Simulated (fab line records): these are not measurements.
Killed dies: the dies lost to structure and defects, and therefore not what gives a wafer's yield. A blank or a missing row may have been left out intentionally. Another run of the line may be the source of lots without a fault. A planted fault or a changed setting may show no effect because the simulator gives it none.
fab line records ; flow nand_harc
record: lots: 24; wafers: 72; last_day: 24
route steps=1159 shown A_SLIT@796 A_WL_FILL@809 A_CONTACT@864
lots with no fault: from the same line, run without faults
start_h: hours from the record's opening day to when the first of the lot's shown wafers began ; wait_h: how many hours have passed since the lot's step before this one ; " the same as in the row above ; L1.1+2: one row covering several wafers at once ; - no value, or no start was given ; * or withheld: withheld ; < > ~ a bound
route shown NAME@n: NAME is a module with steps in the file, n the number in the route of the first one ; usual: the fault-free wafers' mean and standard deviation ; same: alike in all rows ; chamber/n: place in a boat ; sites: readings site by site ; _std_site: standard deviation of those values ; _edge_site: inner sites' mean taken away from outer sites' mean ; radius_mm: how far each site lies from the wafer's centre ; mask NAME#n: copy n ; behind: the last tool/chamber to shape the wafer ; hold: reason for holding the lot/hours on hold/outcome of the hold ; device: transistor that didn't switch, given as n, p or np ; end of line: tests of these same wafers at the route's end ; where a step has no rows: the recipe by itself ; killed: the dies lost at the first sort to structure and to defects; this is not the yield of the wafer ; map: shows each die of a wafer: x if killed, . if not, _ if none is there
set.NAME: the setting as run; set.NAME@STEP: as run at that earlier step ; model.NAME: the simulator's own value behind a step, which no gauge read
steps of the route over a sample of lots; a table a step, a row a wafer
services: from which hour (start_h, from the record's first day; less than 0 if before it) a tool's chamber was out of use, for how many hours, and why
== steps ==
step: NHARC_A_SLIT_ETCH_17
recipe: bias_v: 900; source_w: withheld; pressure_mtorr: 20; ar_flow_sccm: 375; c4f8_flow_sccm: 83.3; o2_flow_sccm: 41.7; time_s: 1687.5; target_depth_a: 1.01e+05; chemistry: C4F8/O2/Ar
usual: drypump_motor_current_A: 5.8/0.61; esc_clamp_current_uA: 0.0210/0.00044; showerhead_plenum_p_Torr: 3.61/0.099; throttle_valve_pct: 32.046/0.0093
same: time_s: 1687.5
lot.wafer;tool;chamber;start_h;wait_h;drypump_motor_current_A;esc_clamp_current_uA;rf_hours_counter_h;showerhead_plenum_p_Torr;throttle_valve_pct
L074.1;har_etch-02;0;319.89;-;6.7;0.0203;172;3.52;32.059
L074.4;har_etch-02;0;319.89;-;6.7;0.0203;-;3.52;32.043
L074.6;har_etch-02;0;319.89;-;6.7;0.0203;-;3.52;32.044
L077.1;har_etch-01;1;338.52;-;5.1;0.0213;4;3.61;32.038
L077.3;har_etch-01;0;338.52;-;6.1;0.0214;-;3.57;32.044
L077.6;har_etch-01;0;338.52;-;6.0;0.0213;-;3.57;32.047
L075.4;har_etch-02;0;339.06;-;6.7;0.0204;-;3.52;32.063
L075.5;har_etch-02;1;339.06;-;5.5;0.0208;-;3.79;32.048
L075.6;har_etch-02;0;339.06;-;6.7;0.0203;-;3.52;32.047
L076.1;har_etch-02;0;345.08;-;6.7;0.0203;183;3.52;32.051
L076.3;har_etch-02;0;345.08;-;6.7;0.0203;-;3.52;32.046
L076.6;har_etch-02;0;345.08;-;6.7;0.0203;-;3.52;32.049
L079.2;har_etch-01;0;345.24;-;6.1;0.0215;10;3.56;32.056
L079.4;har_etch-01;0;345.24;-;6.1;0.0214;-;3.56;32.041
L079.6;har_etch-01;0;345.24;-;6.1;0.0214;-;3.56;32.045
L078.2;har_etch-02;1;349.33;-;5.5;0.0208;184;3.79;32.045
L078.4;har_etch-02;1;349.33;-;5.5;0.0208;-;3.79;32.039
L078.6;har_etch-02;0;349.33;-;6.7;0.0203;-;3.52;32.044
L080.1;har_etch-01;0;349.57;-;6.1;0.0213;11;3.56;32.037
L080.6;har_etch-01;0;350.58;-;6.1;0.0213;-;3.56;32.048
L080.5;har_etch-01;1;350.58;-;5.1;0.0213;-;3.61;32.037
L081.1;har_etch-02;1;358.71;-;5.6;0.0208;190;3.78;32.040
L081.4;har_etch-02;0;358.71;-;6.7;0.0203;-;3.51;32.055
L081.6;har_etch-02;0;358.71;-;6.7;0.0203;-;3.51;32.051
L083.4;har_etch-01;1;370.77;-;5.1;0.0214;-;3.60;32.038
L083.3;har_etch-01;0;370.77;-;6.1;0.0214;-;3.56;32.038
L083.5;har_etch-01;1;370.77;-;5.1;0.0214;-;3.60;32.045
L082.2;har_etch-02;0;370.80;-;6.7;0.0203;195;3.51;32.044
L082.4;har_etch-02;1;370.80;-;5.5;0.0209;-;3.78;32.034
L082.6;har_etch-02;1;370.80;-;5.5;0.0208;-;3.78;32.056
L085.1;har_etch-02;0;387.66;-;6.7;0.0203;200;3.51;32.043
L085.5;har_etch-02;1;387.66;-;5.5;0.0209;-;3.78;32.060
L085.6;har_etch-02;0;387.66;-;6.7;0.0203;-;3.51;32.054
L084.2;har_etch-01;0;387.74;-;6.1;0.0213;26;3.56;32.038
L084.4;har_etch-01;1;387.74;-;5.1;0.0213;-;3.60;32.053
L084.5;har_etch-01;0;387.74;-;6.1;0.0214;-;3.56;32.035
L086.2;har_etch-01;1;399.82;-;5.1;0.0213;35;3.59;32.054
L086.1;har_etch-01;0;399.82;-;6.1;0.0214;35;3.55;32.049
L086.4;har_etch-01;0;399.82;-;6.1;0.0214;-;3.55;32.049
L088.1;har_etch-01;1;401.77;-;5.1;0.0213;37;3.59;32.042
L088.4;har_etch-01;1;401.77;-;5.0;0.0213;-;3.59;32.037
L088.5;har_etch-01;1;401.77;-;5.1;0.0214;-;3.59;32.050
L087.2;har_etch-01;1;403.45;-;5.1;0.0214;38;3.59;32.031
L087.3;har_etch-01;0;403.45;-;6.1;0.0214;-;3.55;32.048
L087.6;har_etch-01;1;403.45;-;5.1;0.0213;-;3.59;32.029
L089.2;har_etch-02;0;407.64;-;6.7;0.0203;214;3.50;32.039
L089.4;har_etch-02;0;407.64;-;6.7;0.0203;-;3.50;32.053
L089.5;har_etch-02;1;407.64;-;5.5;0.0208;-;3.77;32.035
L090.1;har_etch-01;1;407.96;-;5.0;0.0214;40;3.59;32.039
L090.4;har_etch-01;0;407.96;-;6.1;0.0215;-;3.55;32.051
L090.6;har_etch-01;0;407.96;-;6.1;0.0214;-;3.55;32.049
L092.1;har_etch-01;1;422.90;-;5.1;0.0214;41;3.59;32.066
L092.4;har_etch-01;1;422.90;-;5.1;0.0214;-;3.59;32.052
L092.6;har_etch-01;1;422.90;-;5.1;0.0213;-;3.59;32.039
L091.1;har_etch-02;0;423.34;-;6.7;0.0203;219;3.50;32.050
L091.3;har_etch-02;1;423.34;-;5.5;0.0208;-;3.77;32.027
L091.6;har_etch-02;0;423.34;-;6.7;0.0203;-;3.50;32.037
L093.2;har_etch-01;1;424.66;-;5.1;0.0214;43;3.59;32.050
L093.3;har_etch-01;0;424.66;-;6.1;0.0214;-;3.55;32.036
L093.6;har_etch-01;0;424.66;-;6.1;0.0214;-;3.55;32.042
L097.1;har_etch-01;1;445.03;-;5.1;0.0214;52;3.58;32.047
L097.4;har_etch-01;1;445.03;-;5.0;0.0214;-;3.58;32.034
L097.6;har_etch-01;1;445.03;-;5.1;0.0214;-;3.58;32.048
L094.3;har_etch-02;1;448.82;-;5.5;0.0208;-;3.76;32.048
L094.5;har_etch-02;1;448.82;-;5.5;0.0208;-;3.76;32.045
L094.6;har_etch-02;0;448.82;-;6.7;0.0202;-;3.49;32.053
L095.2;har_etch-02;0;450.00;-;6.7;0.0203;234;3.49;32.047
L095.3;har_etch-02;0;450.00;-;6.7;0.0204;-;3.49;32.053
L095.5;har_etch-02;0;450.00;-;6.7;0.0203;-;3.49;32.039
L096.2;har_etch-01;0;456.32;-;6.0;0.0214;57;3.54;32.058
L096.1;har_etch-01;1;456.32;-;5.1;0.0214;57;3.58;32.042
L096.4;har_etch-01;0;456.32;-;6.1;0.0214;-;3.54;32.054
step: NHARC_A_WL_FILL_ALD_00
recipe: target_thk_a: 30; pulse_time_s: 3; ald_cycles: 30; temp_c: 300; material: Al2O3
usual: heater_power_w: 474/37; precursor_pulse_height_rel: 0.998/0.018
same: ald_cycles: 30
lot.wafer;tool;chamber;start_h;wait_h;heater_power_w;precursor_pulse_height_rel
L074.4;ald_hk-01;1;330.41;0.1;569;0.987
L074.1;ald_hk-01;2;330.41;0.1;493;1.000
L074.6;ald_hk-01;0;330.41;0.1;453;1.027
L077.1;ald_hk-02;2;348.70;0.1;389;1.021
L077.3;ald_hk-02;1;348.70;0.1;477;1.022
L077.6;ald_hk-02;3;348.70;0.1;488;0.986
L075.4;ald_hk-03;1;348.70;0.1;465;1.007
L075.6;ald_hk-03;1;348.70;0.1;465;1.030
L075.5;ald_hk-03;2;348.70;0.1;484;0.975
L076.3;ald_hk-02;0;355.20;0.1;487;0.990
L076.1;ald_hk-02;1;355.20;0.1;488;0.979
L076.6;ald_hk-02;0;355.20;0.1;489;0.986
L079.2;ald_hk-01;1;355.21;0.1;581;1.011
L079.4;ald_hk-01;3;355.21;0.1;448;0.992
L079.6;ald_hk-01;2;355.21;0.1;489;0.992
L078.2;ald_hk-02;2;359.83;0.1;374;1.014
L078.4;ald_hk-02;3;359.83;0.1;472;0.977
L078.6;ald_hk-02;0;359.83;0.1;482;1.006
L080.1;ald_hk-03;2;359.84;0.1;481;0.997
L080.5;ald_hk-03;0;359.84;0.1;479;1.013
L080.6;ald_hk-03;1;359.84;0.1;478;0.982
L081.1;ald_hk-02;0;369.13;0.1;474;1.003
L081.4;ald_hk-02;1;369.13;0.1;484;0.995
L081.6;ald_hk-02;2;369.13;0.1;385;0.994
L083.4;ald_hk-03;0;380.65;0.1;487;0.975
L083.3;ald_hk-03;1;380.65;0.1;467;1.053
L083.5;ald_hk-03;0;380.65;0.1;488;1.016
L082.4;ald_hk-02;3;385.41;0.4;478;0.966
L082.2;ald_hk-02;0;385.41;0.4;476;1.000
L082.6;ald_hk-02;0;385.41;0.4;473;0.995
L084.2;ald_hk-03;0;397.89;0.1;474;0.980
L084.4;ald_hk-03;1;397.89;0.1;477;0.999
L084.5;ald_hk-03;3;397.89;0.1;496;1.024
L085.1;ald_hk-01;3;397.90;0.1;457;0.984
L085.6;ald_hk-01;2;397.90;0.1;487;0.984
L085.5;ald_hk-01;3;397.90;0.1;467;0.985
L086.1;ald_hk-02;3;410.23;0.1;469;1.034
L086.2;ald_hk-02;0;410.23;0.1;468;1.002
L086.4;ald_hk-02;2;410.23;0.1;383;0.993
L088.4;ald_hk-02;2;410.56;0.4;392;1.017
L088.1;ald_hk-02;1;410.56;0.4;487;1.012
L088.5;ald_hk-02;2;410.56;0.4;383;0.996
L087.3;ald_hk-03;1;416.70;3.2;469;1.015
L087.2;ald_hk-03;2;416.70;3.2;484;0.973
L087.6;ald_hk-03;3;416.70;3.2;505;1.023
L090.1;ald_hk-02;3;418.06;0.1;485;1.019
L090.4;ald_hk-02;1;418.06;0.1;469;0.992
L090.6;ald_hk-02;3;418.06;0.1;482;0.992
L089.4;ald_hk-02;0;418.23;0.2;484;1.000
L089.2;ald_hk-02;1;418.23;0.2;487;0.999
L089.5;ald_hk-02;1;418.23;0.2;483;0.989
L093.2;ald_hk-02;1;433.09;0.1;476;1.004
L093.3;ald_hk-02;2;433.09;0.1;381;1.003
L093.6;ald_hk-02;1;433.09;0.1;476;1.011
L091.3;ald_hk-03;3;433.11;0.1;508;0.975
L091.1;ald_hk-03;0;433.11;0.1;483;0.994
L091.6;ald_hk-03;3;433.11;0.1;508;1.000
L092.1;ald_hk-01;0;433.30;0.3;465;0.992
L092.4;ald_hk-01;1;433.30;0.3;569;0.981
L092.6;ald_hk-01;3;433.30;0.3;452;0.963
L097.4;ald_hk-03;1;455.17;0.1;482;0.968
L097.1;ald_hk-03;0;455.17;0.1;486;0.980
L097.6;ald_hk-03;2;455.17;0.1;485;1.005
L094.3;ald_hk-03;3;459.95;0.1;527;0.986
L094.5;ald_hk-03;3;459.95;0.1;503;0.963
L094.6;ald_hk-03;0;459.95;0.1;479;0.991
L095.3;ald_hk-03;3;460.14;0.2;500;0.983
L095.2;ald_hk-03;1;460.14;0.2;471;1.000
L095.5;ald_hk-03;2;460.14;0.2;486;0.974
L096.4;ald_hk-03;2;466.79;0.1;474;0.976
L096.1;ald_hk-03;3;466.79;0.1;502;0.974
L096.2;ald_hk-03;1;466.79;0.1;490;0.989
step: NHARC_A_WL_FILL_CVD_20
recipe: target_thk_a: 750; temp_c: 300; pressure_torr: 40; wf6_flow_sccm: 40; h2_flow_sccm: 1600; ar_flow_sccm: 1560; time_s: 5064; material: W
usual: heater_power_w: 459/11; throttle_valve_pct: 7.93/0.27
same: time_s: 5064
lot.wafer;tool;chamber;start_h;wait_h;heater_power_w;throttle_valve_pct
L074.1;cvd_w-01;1;-;-;459;7.88
L074.4;cvd_w-01;0;-;-;463;8.22
L074.6;cvd_w-01;0;-;-;459;8.00
L077.1;cvd_w-01;1;-;-;471;7.79
L077.3;cvd_w-01;1;-;-;469;7.71
L077.6;cvd_w-01;1;-;-;461;7.82
L075.4;cvd_w-02;0;-;-;468;7.74
L075.5;cvd_w-02;1;-;-;434;8.36
L075.6;cvd_w-02;0;-;-;472;7.72
L078.2;cvd_w-01;0;-;-;468;8.28
L078.4;cvd_w-01;1;-;-;465;8.10
L078.6;cvd_w-01;1;-;-;460;7.93
L076.1;cvd_w-02;1;-;-;436;7.71
L076.3;cvd_w-02;0;-;-;455;7.61
L076.6;cvd_w-02;1;-;-;448;7.87
L079.2;cvd_w-01;1;-;-;466;7.87
L079.4;cvd_w-01;1;-;-;460;7.87
L079.6;cvd_w-01;0;-;-;467;8.09
L080.1;cvd_w-01;1;-;-;464;7.73
L080.5;cvd_w-01;0;-;-;465;8.26
L080.6;cvd_w-01;1;-;-;460;7.79
L081.1;cvd_w-02;1;-;-;459;8.03
L081.4;cvd_w-02;1;-;-;448;8.03
L081.6;cvd_w-02;1;-;-;443;7.88
L083.3;cvd_w-01;0;-;-;467;8.12
L083.4;cvd_w-01;1;-;-;451;8.02
L083.5;cvd_w-01;1;-;-;463;8.01
L082.2;cvd_w-01;0;-;-;453;8.37
L082.4;cvd_w-01;1;-;-;474;7.90
L082.6;cvd_w-01;0;-;-;462;8.43
L085.1;cvd_w-01;1;-;-;464;7.98
L085.5;cvd_w-01;0;-;-;470;8.19
L085.6;cvd_w-01;1;-;-;473;7.98
L084.2;cvd_w-02;0;-;-;455;7.63
L084.4;cvd_w-02;0;-;-;452;7.64
L084.5;cvd_w-02;0;-;-;459;7.60
L086.2;cvd_w-01;0;-;-;455;8.04
L086.1;cvd_w-01;1;-;-;468;7.83
L086.4;cvd_w-01;0;-;-;465;8.31
L088.1;cvd_w-02;1;-;-;438;8.03
L088.4;cvd_w-02;0;-;-;453;7.59
L088.5;cvd_w-02;0;-;-;470;7.18
L087.2;cvd_w-01;0;-;-;455;8.48
L087.3;cvd_w-01;1;-;-;466;7.85
L087.6;cvd_w-01;0;-;-;461;8.19
L090.1;cvd_w-02;0;-;-;451;7.36
L090.4;cvd_w-02;0;-;-;455;7.40
L090.6;cvd_w-02;0;-;-;457;7.76
L089.2;cvd_w-01;0;-;-;471;8.52
L089.4;cvd_w-01;1;-;-;471;7.99
L089.5;cvd_w-01;0;-;-;466;8.32
L091.1;cvd_w-01;1;-;-;460;7.69
L091.3;cvd_w-01;1;-;-;465;7.96
L091.6;cvd_w-01;1;-;-;459;8.18
L092.1;cvd_w-02;1;-;-;440;7.68
L092.4;cvd_w-02;1;-;-;443;8.09
L092.6;cvd_w-02;0;-;-;460;7.67
L093.2;cvd_w-02;0;-;-;464;7.59
L093.3;cvd_w-02;1;-;-;450;8.19
L093.6;cvd_w-02;0;-;-;459;7.69
L097.1;cvd_w-02;0;-;-;468;7.24
L097.4;cvd_w-02;1;-;-;446;7.93
L097.6;cvd_w-02;1;-;-;450;7.98
L095.2;cvd_w-01;0;-;-;479;8.33
L095.3;cvd_w-01;0;-;-;481;8.19
L095.5;cvd_w-01;1;-;-;469;7.85
L094.3;cvd_w-02;0;-;-;473;7.72
L094.6;cvd_w-02;1;-;-;445;7.86
L094.5;cvd_w-02;0;-;-;460;7.47
L096.1;cvd_w-02;1;-;-;450;8.03
L096.2;cvd_w-02;0;-;-;470;7.74
L096.4;cvd_w-02;1;-;-;443;7.93
step: NHARC_A_WL_FILL_INSPECT_15
usual: raw_defect_count: 410/130
lot.wafer;tool;chamber;start_h;wait_h;raw_defect_count
L074.1;defect_inspect-02;-;361.12;0.0;323
L074.4;defect_inspect-02;-;361.12;0.0;349
L074.6;defect_inspect-02;-;361.12;0.0;500
L077.1;defect_inspect-02;-;377.85;0.0;300
L077.3;defect_inspect-02;-;377.85;0.0;292
L077.6;defect_inspect-02;-;377.85;0.0;240
L075.4;defect_inspect-01;-;379.30;0.0;473
L075.5;defect_inspect-01;-;379.30;0.0;398
L075.6;defect_inspect-01;-;379.30;0.0;328
L078.2;defect_inspect-01;-;392.80;0.0;518
L078.4;defect_inspect-01;-;392.80;0.0;875
L078.6;defect_inspect-01;-;392.80;0.0;414
L076.1;defect_inspect-01;-;396.60;0.0;369
L076.3;defect_inspect-01;-;396.60;0.0;294
L076.6;defect_inspect-01;-;396.60;0.0;523
L079.2;defect_inspect-02;-;397.19;0.0;250
L079.4;defect_inspect-02;-;397.19;0.0;425
L079.6;defect_inspect-02;-;397.19;0.0;367
L080.1;defect_inspect-01;-;401.46;0.0;448
L080.5;defect_inspect-01;-;401.46;0.0;486
L080.6;defect_inspect-01;-;401.46;0.0;372
L081.1;defect_inspect-01;-;405.40;0.0;385
L081.4;defect_inspect-01;-;405.40;0.0;445
L081.6;defect_inspect-01;-;405.40;0.0;502
L083.3;defect_inspect-02;-;410.92;0.0;242
L083.4;defect_inspect-02;-;410.92;0.0;211
L083.5;defect_inspect-02;-;410.92;0.0;202
L082.2;defect_inspect-01;-;422.23;0.0;475
L082.4;defect_inspect-01;-;422.23;0.0;474
L082.6;defect_inspect-01;-;422.23;0.0;421
L085.1;defect_inspect-01;-;430.13;0.0;407
L085.5;defect_inspect-01;-;430.13;0.0;307
L085.6;defect_inspect-01;-;430.13;0.0;548
L084.2;defect_inspect-02;-;430.52;0.0;182
L084.4;defect_inspect-02;-;430.52;0.0;389
L084.5;defect_inspect-02;-;430.52;0.0;243
L088.1;defect_inspect-02;-;437.79;0.0;429
L088.4;defect_inspect-02;-;437.79;0.0;323
L088.5;defect_inspect-02;-;437.79;0.0;435
L086.1;defect_inspect-02;-;437.89;0.1;331
L086.2;defect_inspect-02;-;437.89;0.1;413
L086.4;defect_inspect-02;-;437.89;0.1;446
L087.2;defect_inspect-01;-;446.49;0.0;382
L087.3;defect_inspect-01;-;446.49;0.0;291
L087.6;defect_inspect-01;-;446.49;0.0;370
L090.1;defect_inspect-01;-;448.24;0.0;551
L090.4;defect_inspect-01;-;448.24;0.0;464
L090.6;defect_inspect-01;-;448.24;0.0;345
L089.2;defect_inspect-02;-;451.40;0.0;284
L089.4;defect_inspect-02;-;451.40;0.0;369
L089.5;defect_inspect-02;-;451.40;0.0;381
L091.1;defect_inspect-01;-;463.34;0.0;355
L091.3;defect_inspect-01;-;463.34;0.0;538
L091.6;defect_inspect-01;-;463.34;0.0;691
L092.1;defect_inspect-01;-;464.39;0.0;359
L092.4;defect_inspect-01;-;464.39;0.0;426
L092.6;defect_inspect-01;-;464.39;0.0;404
L093.2;defect_inspect-01;-;472.31;0.0;354
L093.3;defect_inspect-01;-;472.31;0.0;227
L093.6;defect_inspect-01;-;472.31;0.0;319
L097.1;defect_inspect-01;-;488.51;0.0;263
L097.4;defect_inspect-01;-;488.51;0.0;263
L097.6;defect_inspect-01;-;488.51;0.0;273
L094.3;defect_inspect-01;-;492.82;0.1;419
L094.5;defect_inspect-01;-;492.82;0.1;519
L094.6;defect_inspect-01;-;492.82;0.1;462
L095.2;defect_inspect-02;-;493.26;0.0;369
L095.3;defect_inspect-02;-;493.26;0.0;394
L095.5;defect_inspect-02;-;493.26;0.0;285
L096.1;defect_inspect-02;-;498.37;0.0;409
L096.2;defect_inspect-02;-;498.37;0.0;676
L096.4;defect_inspect-02;-;498.37;0.0;489
step: NHARC_A_CONTACT_ETCH_113
recipe: source_w: withheld; pressure_mtorr: 20; bias_v: 3000; time_s: 94; target_depth_a: 9220; ar_flow_sccm: withheld; c4f8_flow_sccm: withheld; o2_flow_sccm: withheld; chemistry: C4F8/O2/Ar
same: time_s: 94
lot.wafer;tool;chamber;start_h;wait_h;rf_hours_counter_h
L074.1;har_cap_etch-01;0;366.77;0.1;54
L074.4;har_cap_etch-01;1;366.77;0.1;-
L074.6;har_cap_etch-01;0;366.77;0.1;-
L077.1;har_cap_etch-02;1;383.98;0.1;10
L077.3;har_cap_etch-02;1;383.98;0.1;-
L077.6;har_cap_etch-02;0;383.98;0.1;-
L075.4;har_cap_etch-01;1;385.10;0.1;-
L075.6;har_cap_etch-01;1;385.10;0.1;-
L075.5;har_cap_etch-01;0;385.10;0.1;-
L078.2;har_cap_etch-02;1;399.67;0.1;12
L078.4;har_cap_etch-02;0;399.67;0.1;-
L078.6;har_cap_etch-02;0;399.67;0.1;-
L076.1;har_cap_etch-03;1;401.88;0.1;86
L076.3;har_cap_etch-03;0;401.88;0.1;-
L076.6;har_cap_etch-03;0;401.88;0.1;-
L079.2;har_cap_etch-01;0;402.67;0.1;61
L079.4;har_cap_etch-01;1;402.67;0.1;-
L079.6;har_cap_etch-01;0;402.67;0.1;-
L080.1;har_cap_etch-02;1;407.14;0.1;13
L080.6;har_cap_etch-02;0;407.14;0.1;-
L080.5;har_cap_etch-02;1;407.14;0.1;-
L081.1;har_cap_etch-03;0;411.91;0.1;88
L081.4;har_cap_etch-03;0;411.91;0.1;-
L081.6;har_cap_etch-03;1;411.91;0.1;-
L083.4;har_cap_etch-02;0;417.17;0.1;-
L083.3;har_cap_etch-02;1;417.17;0.1;-
L083.5;har_cap_etch-02;1;417.17;0.1;-
L082.2;har_cap_etch-01;1;428.44;0.1;67
L082.4;har_cap_etch-01;1;428.44;0.1;-
L082.6;har_cap_etch-01;1;428.44;0.1;-
L085.1;har_cap_etch-01;0;435.94;0.1;68
L085.5;har_cap_etch-01;0;435.94;0.1;-
L085.6;har_cap_etch-01;1;435.94;0.1;-
L084.2;har_cap_etch-03;0;436.06;0.1;93
L084.4;har_cap_etch-03;0;436.06;0.1;-
L084.5;har_cap_etch-03;0;436.06;0.1;-
L088.1;har_cap_etch-02;1;444.64;0.1;20
L088.4;har_cap_etch-02;1;444.64;0.1;-
L088.5;har_cap_etch-02;0;444.64;0.1;-
L086.2;har_cap_etch-01;0;445.79;0.1;69
L086.1;har_cap_etch-01;1;445.79;0.1;69
L086.4;har_cap_etch-01;0;445.79;0.1;-
L087.2;har_cap_etch-03;1;452.14;0.1;96
L087.3;har_cap_etch-03;1;452.14;0.1;-
L087.6;har_cap_etch-03;0;452.14;0.1;-
L090.1;har_cap_etch-03;1;454.27;0.1;98
L090.4;har_cap_etch-03;0;454.27;0.1;-
L090.6;har_cap_etch-03;1;454.27;0.1;-
L089.2;har_cap_etch-02;0;458.00;0.1;24
L089.4;har_cap_etch-02;0;458.00;0.1;-
L089.5;har_cap_etch-02;0;458.00;0.1;-
L091.1;har_cap_etch-01;1;469.46;0.1;76
L091.3;har_cap_etch-01;0;469.46;0.1;-
L091.6;har_cap_etch-01;1;469.46;0.1;-
L092.1;har_cap_etch-03;0;471.24;0.1;101
L092.4;har_cap_etch-03;1;471.24;0.1;-
L092.6;har_cap_etch-03;1;471.24;0.1;-
L093.2;har_cap_etch-02;1;477.87;0.1;28
L093.3;har_cap_etch-02;0;477.87;0.1;-
L093.6;har_cap_etch-02;0;477.87;0.1;-
L097.1;har_cap_etch-02;1;493.89;0.1;31
L097.4;har_cap_etch-02;0;493.89;0.1;-
L097.6;har_cap_etch-02;0;493.89;0.1;-
L094.3;har_cap_etch-03;0;498.23;0.1;-
L094.6;har_cap_etch-03;1;498.23;0.1;-
L094.5;har_cap_etch-03;0;498.23;0.1;-
L095.2;har_cap_etch-01;1;499.00;0.1;80
L095.3;har_cap_etch-01;1;499.00;0.1;-
L095.5;har_cap_etch-01;0;499.00;0.1;-
L096.2;har_cap_etch-03;1;503.93;0.1;105
L096.1;har_cap_etch-03;0;503.93;0.1;105
L096.4;har_cap_etch-03;0;503.93;0.1;-
step: NHARC_A_CONTACT_CD_MEAS_53
usual: cd_nm: 189.6/0.79
lot.wafer;tool;chamber;start_h;wait_h;cd_nm
L074.1;cd_sem-01;-;368.51;-;188.7
L074.4;cd_sem-01;-;368.51;-;188.7
L074.6;cd_sem-01;-;368.51;-;188.9
L077.1;cd_sem-02;-;385.69;-;189.7
L077.3;cd_sem-02;-;385.69;-;189.9
L077.6;cd_sem-02;-;385.69;-;189.8
L075.4;cd_sem-03;-;386.80;-;190.3
L075.5;cd_sem-03;-;386.80;-;190.6
L075.6;cd_sem-03;-;386.80;-;190.4
L078.2;cd_sem-02;-;401.58;-;188.5
L078.4;cd_sem-02;-;401.58;-;188.8
L078.6;cd_sem-02;-;401.58;-;188.2
L076.1;cd_sem-03;-;403.59;-;188.6
L076.3;cd_sem-03;-;403.59;-;188.7
L076.6;cd_sem-03;-;403.59;-;189.1
L079.2;cd_sem-03;-;404.40;-;190.0
L079.4;cd_sem-03;-;404.40;-;190.3
L079.6;cd_sem-03;-;404.40;-;190.6
L080.1;cd_sem-03;-;408.86;-;189.4
L080.5;cd_sem-03;-;408.86;-;189.1
L080.6;cd_sem-03;-;408.86;-;188.9
L081.1;cd_sem-02;-;413.64;-;189.6
L081.4;cd_sem-02;-;413.64;-;190.4
L081.6;cd_sem-02;-;413.64;-;190.6
L083.3;cd_sem-03;-;418.86;-;189.2
L083.4;cd_sem-03;-;418.86;-;189.9
L083.5;cd_sem-03;-;418.86;-;189.2
L082.2;cd_sem-01;-;430.17;-;190.0
L082.4;cd_sem-01;-;430.17;-;190.0
L082.6;cd_sem-01;-;430.17;-;189.6
L084.2;cd_sem-02;-;437.81;-;189.2
L084.4;cd_sem-02;-;437.81;-;190.0
L084.5;cd_sem-02;-;437.81;-;189.7
L085.1;cd_sem-01;-;438.13;-;188.4
L085.5;cd_sem-01;-;438.13;-;188.2
L085.6;cd_sem-01;-;438.13;-;187.7
L088.1;cd_sem-01;-;446.38;-;190.1
L088.4;cd_sem-01;-;446.38;-;189.2
L088.5;cd_sem-01;-;446.38;-;189.2
L086.1;cd_sem-02;-;447.61;-;188.5
L086.2;cd_sem-02;-;447.61;-;189.1
L086.4;cd_sem-02;-;447.61;-;189.4
L087.2;cd_sem-03;-;453.87;-;189.2
L087.3;cd_sem-03;-;453.87;-;189.7
L087.6;cd_sem-03;-;453.87;-;189.8
L090.1;cd_sem-02;-;455.99;-;187.3
L090.4;cd_sem-02;-;455.99;-;188.1
L090.6;cd_sem-02;-;455.99;-;187.8
L089.2;cd_sem-03;-;459.74;-;190.6
L089.4;cd_sem-03;-;459.74;-;190.1
L089.5;cd_sem-03;-;459.74;-;191.3
L091.1;cd_sem-02;-;471.17;-;189.8
L091.3;cd_sem-02;-;471.17;-;189.9
L091.6;cd_sem-02;-;471.17;-;189.7
L092.1;cd_sem-03;-;473.36;-;190.2
L092.4;cd_sem-03;-;473.36;-;189.5
L092.6;cd_sem-03;-;473.36;-;189.8
L093.2;cd_sem-02;-;479.61;-;189.2
L093.3;cd_sem-02;-;479.61;-;189.5
L093.6;cd_sem-02;-;479.61;-;189.2
L097.1;cd_sem-03;-;495.60;-;190.1
L097.4;cd_sem-03;-;495.60;-;190.5
L097.6;cd_sem-03;-;495.60;-;190.0
L094.3;cd_sem-02;-;499.93;-;190.6
L094.5;cd_sem-02;-;499.93;-;189.8
L094.6;cd_sem-02;-;499.93;-;190.0
L095.2;cd_sem-03;-;500.74;-;190.5
L095.3;cd_sem-03;-;500.74;-;190.9
L095.5;cd_sem-03;-;500.74;-;190.6
L096.1;cd_sem-01;-;505.67;-;190.1
L096.2;cd_sem-01;-;505.67;-;189.7
L096.4;cd_sem-01;-;505.67;-;189.6
== services ==
tool;chamber;start_h;hours;kind
har_cap_etch-01;-;296.38;0.4;repair
cvd_w-01;-;306.26;0.5;repair
har_cap_etch-02;-;306.58;17.0;pm
har_etch-01;-;307.29;17.0;pm
har_etch-01;0;307.29;17.0;vent_cycle
har_etch-01;1;307.29;17.0;vent_cycle
har_etch-01;0;324.29;-;clean
har_etch-01;0;324.29;-;consumable_replace:focus_ring
har_etch-01;1;324.29;-;clean
har_etch-01;1;324.29;-;consumable_replace:focus_ring
cvd_w-02;-;357.08;7.8;repair
cvd_w-02;-;378.09;13.0;pm
cvd_w-02;0;378.09;13.0;vent_cycle
cvd_w-02;1;378.09;13.0;vent_cycle
cvd_w-01;-;380.59;1.5;repair
cvd_w-02;0;391.09;-;clean
har_cap_etch-03;-;394.39;0.1;repair
ald_hk-02;-;404.46;0.8;repair
ald_hk-02;-;458.19;10.0;pm
cvd_w-01;-;474.74;13.0;pm
cvd_w-01;0;474.74;13.0;vent_cycle
cvd_w-01;1;474.74;13.0;vent_cycle
cvd_w-01;0;487.74;-;clean
cvd_w-01;1;487.74;-;clean
== key ==
fault none
